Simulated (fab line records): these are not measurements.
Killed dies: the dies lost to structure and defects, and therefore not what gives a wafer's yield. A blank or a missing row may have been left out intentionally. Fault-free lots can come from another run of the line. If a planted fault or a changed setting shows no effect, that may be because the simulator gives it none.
Struck lot and sound lot, side by side    flow n5 finfet    18 out of 1938 route steps
Sound: these wafers, L492.2, L492.4, L492.6. Wafers L500.1, L500.3, L500.6 were the ones struck. Last of all comes the cause.
For every step that has rows: the tool of each side, followed by ch and its chambers, followed by its first start. Under that, the readings that differ: sound wafers    struck wafers    difference of the means    sigmas: that difference in standard deviations of wafers without a fault.
alike: a reading whose means differ by less than 2 such deviations, as well as words and numbers matching on both sides. not compared: withheld readings; readings where some wafer has no value; bounds like >300 that might hide an equal value; numbers whose values overlap and for which the record gives no deviation.
The two part at a step that has a row with sigmas, a row that says differs or no value, or rows on one side only. When numbers do not overlap yet have no deviation, they are printed without sigmas and do not part them. A reading missing from all wafers of one side parts the sides only when that side holds two or more wafers.

first, 2 steps without rows for these wafers: N5_BEOL_M3_STRIP_65 (strips in N2/H2); N5_BEOL_M3_STRIP_75 (strips in N2/H2).
N5_BEOL_M3_STRIP_66: strips in CF4.
  sound on rie diel-03 ch 1,2,3, day 7 13:54; struck on rie diel-02 ch 2,3, day 9 11:36
  alike: cf4 flow sccm, drypump motor current A, oes product au, rf vpp V, showerhead plenum p Torr, throttle valve pct
  not compared: rf hours counter h
N5_BEOL_M3_HM_OPEN_17: chemistry Cl2/BCl3, target TiN, target depth 20 nm, overetch 6 nm.
  sound on rie metal-02 ch 0,1, day 7 13:56; struck on rie metal-03 ch 0,1, day 9 11:38
  alike: bias w, drypump motor current A, mfc ar sccm, oes product au, throttle valve pct
  not compared: rf hours counter h
N5_BEOL_M3_STRIP_19: strips in O2.
  sound on rie diel-01 ch 1,2, day 7 14:04; struck on rie diel-01 ch 0,2,3, day 9 11:47
  alike: drypump motor current A, oes product au, rf vpp V, showerhead plenum p Torr, throttle valve pct
  not compared: rf hours counter h
N5_BEOL_M3_CD_MEAS_18: pitch 36 nm, target cd 18 nm.
  sound on cd sem-01 at day 7 14:08; struck on cd sem-01 at day 9 11:52
  alike: cd nm
then, 6 steps without rows for these wafers: N5_BEOL_M3_COAT_67 (time 60 s, resist thk 60 nm); N5_BEOL_M3_COAT_68 (time 60 s, resist thk 12 nm); N5_BEOL_M3_COAT_76 (time 60 s, resist thk 5 nm); N5_BEOL_M3_COAT_22 (resist thk 30 nm); N5_BEOL_M3_EBR_24; N5_BEOL_M3_SOFTBAKE_23 (time 60 s).
N5_BEOL_M3_EXPOSE_25: exposes mask V2, defocus 5 nm.
  sound on euv scanner-02 ch 0, day 7 14:26; struck on euv scanner-02 ch 0, day 9 12:09
reading               sound              struck             difference  sigmas
exposure dose mJ cm2  62.75 62.84 62.79  66.92 67.00 67.00  +4.18       +38
  alike: mask
then, 2 steps without rows for these wafers: N5_BEOL_M3_PEB_26 (peb time 60 s); N5_BEOL_M3_DEVELOP_27 (develop time 30 s).
N5_BEOL_M3_CD_MEAS_28: target cd 25.7 nm, target cd y 23.3 nm.
  sound on cd sem-02 ch 0, day 7 14:34; struck on cd sem-02 ch 0, day 9 12:18
reading     sound              struck             difference  sigmas
cd nm (nm)  25.62 25.75 25.53  27.10 27.00 27.15  +1.45       +6
N5_BEOL_M3_OVL_MEAS_29:
  sound on overlay-01 ch 0, day 7 14:37; struck on overlay-01 ch 0, day 9 12:20
  alike: V2_OVL
N5_BEOL_M4_RC_MEAS_101:
  sound on prober-02 ch 0, day 8 09:44; struck on prober-01 ch 0, day 10 14:50
  alike: DIBL_N, DIBL_P, IOFF_N, IOFF_P, ION_N, ION_P, SS_N, SS_P, VT_N, VT_P

## WHERE THEY PART
Earliest at N5_BEOL_M3_EXPOSE_25; latest, in this record, at N5_BEOL_M3_CD_MEAS_28. Later steps at which nothing parts them and some readings are alike: N5_BEOL_M3_OVL_MEAS_29, N5_BEOL_M4_RC_MEAS_101.

WHY: what had been put in by the simulator
Process parameters drifting: euv scanner-02 at N5_BEOL_M3_EXPOSE_25, beginning at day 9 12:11. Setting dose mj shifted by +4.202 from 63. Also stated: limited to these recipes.
